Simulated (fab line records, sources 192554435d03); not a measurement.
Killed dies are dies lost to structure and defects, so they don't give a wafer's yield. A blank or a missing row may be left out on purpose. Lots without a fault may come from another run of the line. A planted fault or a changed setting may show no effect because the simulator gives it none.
Split-lot experiment | flow n5_finfet | 7 lots, 39 wafers read, on a route of 1938 steps

THE SPLIT
At N5_GATE_CUT_ETCH_37 (etches SOC in N2/H2, target depth 60 nm, overetch 12 nm, time 90 s), the setting bias_w was moved away from the recipe's 150 W on 18 of the 39 wafers read, by -19.1% to +12.9%. The other wafers ran this setting at the recipe's value.

The reading is taken at the split's own step.

THE READING
rf_vpp_V, in V, at N5_GATE_CUT_ETCH_37 (etches SOC in N2/H2, target depth 60 nm, overetch 12 nm, time 90 s). Fault-free wafers of this fab line usually give 522.8 V, standard deviation 1.6 V.

wafer  | tool, chamber at the split | bias_w as run, W | against the recipe | rf_vpp_V, V | against lot-mates on the recipe
L075.1 | rie_diel-05, 3             | 141.8            | -5.5%              | 506.7       | -17.7
L075.2 | rie_diel-05, 1             | 141.8            | -5.5%              | 507.0       | -17.4
L075.3 | rie_diel-05, 0             | 141.8            | -5.5%              | 502.5       | -21.9
L075.4 | rie_diel-05, 2             | 150              | recipe             | 525.1       | -
L075.5 | rie_diel-05, 0             | 150              | recipe             | 522.6       | -
L075.6 | rie_diel-05, 3             | 150              | recipe             | 525.5       | -
L077.1 | rie_diel-01, 1             | 150              | recipe             | 518.8       | -
L077.2 | rie_diel-01, 2             | 150              | recipe             | 522.9       | -
L077.3 | rie_diel-01, 0             | 169.4            | +12.9%             | 566.3       | +45.6
L077.4 | rie_diel-01, 3             | 150              | recipe             | 520.5       | -
L077.5 | rie_diel-01, 0             | 169.4            | +12.9%             | 565.2       | +44.5
L077.6 | rie_diel-01, 3             | 169.4            | +12.9%             | 563.4       | +42.7
L078.1 | rie_diel-01, 3             | 150              | recipe             | 520.4       | -
L078.2 | rie_diel-01, 0             | 150              | recipe             | 524.2       | -
L078.6 | rie_diel-01, 0             | 150              | recipe             | 524.5       | -
L086.1 | rie_diel-05, 1             | 121.3            | -19.1%             | 459.3       | -66.4
L086.2 | rie_diel-05, 0             | 121.3            | -19.1%             | 456.0       | -69.7
L086.3 | rie_diel-05, 2             | 150              | recipe             | 525.6       | -
L086.4 | rie_diel-05, 1             | 150              | recipe             | 525.6       | -
L086.5 | rie_diel-05, 0             | 121.3            | -19.1%             | 457.7       | -68.0
L086.6 | rie_diel-05, 2             | 150              | recipe             | 525.9       | -
L088.1 | rie_diel-01, 1             | 150              | recipe             | 519.8       | -
L088.2 | rie_diel-01, 0             | 150              | recipe             | 524.4       | -
L088.3 | rie_diel-01, 2             | 142.5            | -5.0%              | 505.9       | -15.6
L088.4 | rie_diel-01, 2             | 142.5            | -5.0%              | 506.4       | -15.1
L088.5 | rie_diel-01, 1             | 150              | recipe             | 520.2       | -
L088.6 | rie_diel-01, 0             | 142.5            | -5.0%              | 506.8       | -14.7
L091.1 | rie_diel-03, 0             | 131.2            | -12.5%             | 480.0       | -42.5
L091.2 | rie_diel-03, 3             | 150              | recipe             | 522.1       | -
L091.3 | rie_diel-03, 1             | 150              | recipe             | 521.4       | -
L091.4 | rie_diel-03, 2             | 150              | recipe             | 524.0       | -
L091.5 | rie_diel-03, 2             | 131.2            | -12.5%             | 480.5       | -42.0
L091.6 | rie_diel-03, 3             | 131.2            | -12.5%             | 480.7       | -41.8
L095.1 | rie_diel-01, 0             | 164.1            | +9.4%              | 554.9       | +33.5
L095.2 | rie_diel-01, 2             | 164.1            | +9.4%              | 552.8       | +31.4
L095.3 | rie_diel-01, 3             | 150              | recipe             | 520.7       | -
L095.4 | rie_diel-01, 1             | 150              | recipe             | 521.2       | -
L095.5 | rie_diel-01, 2             | 150              | recipe             | 522.3       | -
L095.6 | rie_diel-01, 3             | 164.1            | +9.4%              | 551.2       | +29.8

THE FIT
A straight line over all 39 wafers: rf_vpp_V changes by +3.33 V for each +1% of bias_w; r = +1.00; the points scatter about the line by 2 V.
The same after taking each lot's own level away (the mean of its wafers on the recipe; 39 wafers): +3.45 V for each +1%; r = +1.00; scatter 1.7 V.
On that fit, the largest move of bias_w shifts the reading by 66 V.
The lots' own levels span 520.73 to 525.70 V, that is 3.1 times the standard deviation above.
So the lot-to-lot level changes the slope little: the two slopes agree.
Check: with one of the wafers moved furthest among these (-19.1%) left out of the fit, the line predicts -66 V for it against its lot-mates. It came out at -66.4 V against them.
Tool readings at the split's step, against how far the setting was moved: rf_vpp_V r = +1.00.

OTHER SPLITS ON THESE WAFERS
These wafers also went through other splits before the reading. Each is held against what the fit with the lots' levels taken away leaves over:
other split on the same wafers        | wafers away from the commonest value | r with rf_vpp_V (lot level and that fit taken away)
N5_PMOS_HMC_CHANNEL_EPI_EPI_20 temp_c | 18                                   | -0.18
N5_DUMMY_GATE_EXPOSE_12 dose_mj       | 15                                   | -0.34
N5_SD_EPI_N_EPI_21 temp_c             | 15                                   | -0.08
N5_HKMG_FIN_ETCH_35 time_s            | 15                                   | +0.05

THE WHOLE CHAIN: every reading that the file lists as answering this split, in the file's order
step                | what it does                                                       | reading                                                                           | change (the file's fit)                | r (the file's)
N5_GATE_CUT_ETCH_37 | etches SOC in N2/H2, target depth 60 nm, overetch 12 nm, time 90 s | rf_vpp_V                                                                          | +3.45 V for each +1% of the setting    | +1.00
N5_GATE_CUT_ETCH_37 | etches SOC in N2/H2, target depth 60 nm, overetch 12 nm, time 90 s | SiARC_of_GATE_CUT_COAT_35.thk_nm (the simulator's own value, which no gauge read) | -0.0557 nm for each +1% of the setting | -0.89

THE FILE'S OWN FIT
rf_vpp_V changes by +3.45 V for each +1% of bias_w, r = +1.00.
